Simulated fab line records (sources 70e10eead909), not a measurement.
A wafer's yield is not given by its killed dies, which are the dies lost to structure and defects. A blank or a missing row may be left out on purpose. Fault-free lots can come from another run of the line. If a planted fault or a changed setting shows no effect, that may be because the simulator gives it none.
Chamber matching + flow nandHarc + NHARC_P_M0_DEP_32 on pecvd-03 has 3 sister chambers
The step deposits SiCN, target thk 30 nm. 14 wafers are shown with their chamber, then 6 later ones without.

EACH WAFER AND ITS CHAMBER
| wafer  | chamber | heaterPowerW (W) |
|--------|---------|------------------|
| L133.2 | 0       | 491              |
| L133.3 | 1       | 529              |
| L133.4 | 2       | 468              |
| L136.1 | 1       | 569              |
| L136.2 | 2       | 474              |
| L136.6 | 0       | 554              |
| L141.3 | 0       | 492              |
| L141.4 | 1       | 594              |
| L141.5 | 0       | 502              |
| L142.1 | 0       | 535              |
| L142.4 | 0       | 538              |
| L142.5 | 2       | 534              |
| L147.5 | 0       | 504              |
| L147.6 | 1       | 589              |

SIGNATURES, as means of the wafers listed above
| reading      | chamber 0 | chamber 1 | chamber 2 | scatter within a chamber |
|--------------|-----------|-----------|-----------|--------------------------|
| heaterPowerW | 516.57    | 570.25    | 492.00    | 28.8                     |
Rule: for a wafer and a chamber, the distance is found by dividing, reading by reading, the gap between the wafer's reading and the chamber's mean by the reading's scatter, squaring, summing and taking the root. The wafer belongs to the nearest chamber; if the next one is less than 2 further off, it can't be placed. The scatter is the square root of a quotient: the sum, over the shown wafers, of each reading's squared deviation from its chamber's mean, divided by wafers minus chambers.

WAFERS WITH NO CHAMBER GIVEN
| wafer  | heaterPowerW (W) |
|--------|------------------|
| L151.2 | 500              |
| L151.3 | 545              |
| L151.5 | 638              |
| L152.3 | 624              |
| L152.5 | 522              |
| L152.6 | 533              |

WHICH CHAMBER EACH WENT THROUGH
| wafer  | from the rows above          | in truth |
|--------|------------------------------|----------|
| L151.2 | can't be placed: 2 or 0      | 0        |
| L151.3 | can't be placed: 1 or 0 or 2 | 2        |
| L151.5 | can't be placed: 1 or 0      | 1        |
| L152.3 | can't be placed: 1 or 0      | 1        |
| L152.5 | can't be placed: 0 or 2 or 1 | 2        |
| L152.6 | can't be placed: 0 or 1 or 2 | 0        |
Placed correctly: 0 of 6. Can't be placed from these rows: 6 (the true chamber is among the candidates in 6). Wrongly placed: 0.
